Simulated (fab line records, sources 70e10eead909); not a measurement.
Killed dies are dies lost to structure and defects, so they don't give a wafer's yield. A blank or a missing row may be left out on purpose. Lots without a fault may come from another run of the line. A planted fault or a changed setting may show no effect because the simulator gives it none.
Chamber matching | flow nand_harc | NHARC_A_WL_FILL_ALD_10 on ald_hk-02: 4 sister chambers
The step deposits SiO2, target thk 50 nm, pulse time 10 s, ald cycles 500. 7 wafers are shown with their chamber, then 7 later ones without.

WAFERS WITH THEIR CHAMBER
wafer  | chamber | heater_power_w (W) | precursor_pulse_height_rel
L227.3 | 2       | 367                | 1.016
L227.6 | 0       | 451                | 0.951
L229.1 | 2       | 364                | 0.989
L229.2 | 3       | 437                | 0.994
L229.5 | 1       | 474                | 0.999
L237.1 | 3       | 443                | 1.007
L237.4 | 1       | 473                | 0.979

WAFERS WITHOUT THEIR CHAMBER
wafer  | heater_power_w (W) | precursor_pulse_height_rel
L237.5 | 430                | 0.994
L240.1 | 377                | 1.010
L240.2 | 437                | 0.981
L240.4 | 478                | 1.022
L242.4 | 380                | 1.021
L242.2 | 445                | 1.006
L242.3 | 482                | 0.985

WHICH CHAMBER EACH WENT THROUGH
wafer  | from the rows above | in truth
L237.5 | 3                   | 3
L240.1 | 2                   | 2
L240.2 | 3                   | 3
L240.4 | 1                   | 1
L242.4 | 2                   | 2
L242.2 | 3                   | 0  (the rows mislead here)
L242.3 | 1                   | 1
Placed correctly: 6 of 7. Can't be placed from these rows: 0. Placed wrongly: 1.
How it was worked out, from the rows above alone: a wafer's distance from a chamber is the root of the sum, over the readings, of the square of ((its reading less the chamber's mean) divided by the reading's scatter). The wafer belongs to the nearest chamber; if the next one is less than 2 further off, it can't be placed. A chamber's mean is the mean of its shown wafers. The scatter: the root of (the sum of the squares of (reading less its chamber's mean) over the shown wafers, divided by (wafers less chambers)).
